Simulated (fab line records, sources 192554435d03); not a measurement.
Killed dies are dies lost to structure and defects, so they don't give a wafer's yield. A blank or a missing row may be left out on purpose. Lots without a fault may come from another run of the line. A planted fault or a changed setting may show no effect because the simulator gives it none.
Chamber matching | flow n5_finfet | N5_BEOL_M5_PECVD_70 on pecvd-04: 3 sister chambers
The step deposits SiO2 from TEOS/O2, target thk 16 nm, time 18 s. 14 wafers are shown with their chamber, then 7 later ones without.

WAFERS WITH THEIR CHAMBER
wafer  | chamber | throttle_valve_pct (%) | showerhead_plenum_p_Torr (Torr) | heater_power_outer_w (W)
L075.2 | 1       | 23.7                   | 8.77                            | 569
L075.4 | 0       | 21.4                   | 8.79                            | 525
L075.5 | 2       | 20.5                   | 8.85                            | 494
L077.1 | 1       | 23.6                   | 8.79                            | 503
L077.4 | 2       | 21.1                   | 8.85                            | 590
L077.6 | 1       | 23.7                   | 8.75                            | 508
L078.1 | 2       | 20.9                   | 8.87                            | 580
L078.3 | 1       | 23.5                   | 8.75                            | 507
L078.6 | 2       | 21.0                   | 8.84                            | 599
L079.1 | 1       | 23.8                   | 8.73                            | 577
L079.3 | 2       | 21.0                   | 8.83                            | 498
L079.5 | 2       | 20.9                   | 8.85                            | 491
L082.1 | 0       | 21.5                   | 8.79                            | 469
L082.2 | 1       | 23.7                   | 8.77                            | 525

SIGNATURES (means of the wafers above)
reading                  | chamber 0 | chamber 1 | chamber 2 | scatter within a chamber
throttle_valve_pct       | 21.450    | 23.667    | 20.900    | 0.159
showerhead_plenum_p_Torr | 8.7900    | 8.7600    | 8.8483    | 0.0167
heater_power_outer_w     | 497.00    | 531.50    | 542.00    | 43.6
Rule: a wafer's distance from a chamber is the root of the sum, over the readings, of the square of ((its reading less the chamber's mean) divided by the reading's scatter). The wafer belongs to the nearest chamber; if the next one is less than 2 further off, it can't be placed. The scatter: the root of (the sum of the squares of (reading less its chamber's mean) over the shown wafers, divided by (wafers less chambers)).

WAFERS WITHOUT THEIR CHAMBER
wafer  | throttle_valve_pct (%) | showerhead_plenum_p_Torr (Torr) | heater_power_outer_w (W)
L082.6 | 20.5                   | 8.86                            | 493
L087.2 | 20.8                   | 8.84                            | 500
L087.4 | 20.9                   | 8.85                            | 504
L087.6 | 23.6                   | 8.78                            | 593
L093.2 | 23.7                   | 8.80                            | 566
L093.4 | 20.9                   | 8.87                            | 509
L093.6 | 23.8                   | 8.76                            | 568

WHICH CHAMBER EACH WENT THROUGH
wafer  | from the rows above | in truth
L082.6 | 2                   | 2
L087.2 | 2                   | 2
L087.4 | 2                   | 2
L087.6 | 1                   | 1
L093.2 | 1                   | 1
L093.4 | 2                   | 2
L093.6 | 1                   | 1
Placed correctly: 7 of 7. Can't be placed from these rows: 0. Placed wrongly: 0.
